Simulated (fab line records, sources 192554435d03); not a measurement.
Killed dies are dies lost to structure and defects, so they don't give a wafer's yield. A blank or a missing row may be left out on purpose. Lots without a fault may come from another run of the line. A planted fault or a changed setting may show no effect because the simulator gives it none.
Chamber matching | flow n5_finfet | N5_WELL_APT_DESCUM_13 on rie_diel-01: 4 sister chambers
The step chemistry O2, time 7.9 s. 8 wafers are shown with their chamber, then 7 later ones without.

WAFERS WITH THEIR CHAMBER
wafer  | chamber | throttle_valve_pct (%) | showerhead_plenum_p_Torr (Torr)
L074.5 | 2       | 20.50                  | 2.10
L075.1 | 1       | 20.99                  | 2.02
L076.5 | 0       | 20.26                  | 2.17
L079.2 | 2       | 20.54                  | 2.09
L079.3 | 1       | 21.03                  | 2.02
L079.4 | 0       | 20.27                  | 2.17
L089.2 | 3       | 20.49                  | 2.09
L089.5 | 3       | 20.51                  | 2.09

WAFERS WITHOUT THEIR CHAMBER
wafer  | throttle_valve_pct (%) | showerhead_plenum_p_Torr (Torr)
L089.6 | 20.30                  | 2.17
L090.1 | 21.04                  | 2.01
L090.3 | 20.32                  | 2.16
L090.4 | 20.56                  | 2.08
L093.1 | 20.57                  | 2.08
L093.2 | 21.04                  | 2.01
L093.4 | 20.29                  | 2.16

WHICH CHAMBER EACH WENT THROUGH
wafer  | from the rows above     | in truth
L089.6 | 0                       | 0
L090.1 | 1                       | 1
L090.3 | 0                       | 0
L090.4 | can't be placed: 3 or 2 | 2
L093.1 | can't be placed: 3 or 2 | 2
L093.2 | 1                       | 1
L093.4 | 0                       | 0
Placed correctly: 5 of 7. Can't be placed from these rows: 2 (the true chamber is among the candidates in 2). Placed wrongly: 0.
How it was worked out, from the rows above alone: a wafer's distance from a chamber is the root of the sum, over the readings, of the square of ((its reading less the chamber's mean) divided by the reading's scatter). The wafer belongs to the nearest chamber; if the next one is less than 2 further off, it can't be placed. A chamber's mean is the mean of its shown wafers. The scatter: the root of (the sum of the squares of (reading less its chamber's mean) over the shown wafers, divided by (wafers less chambers)).
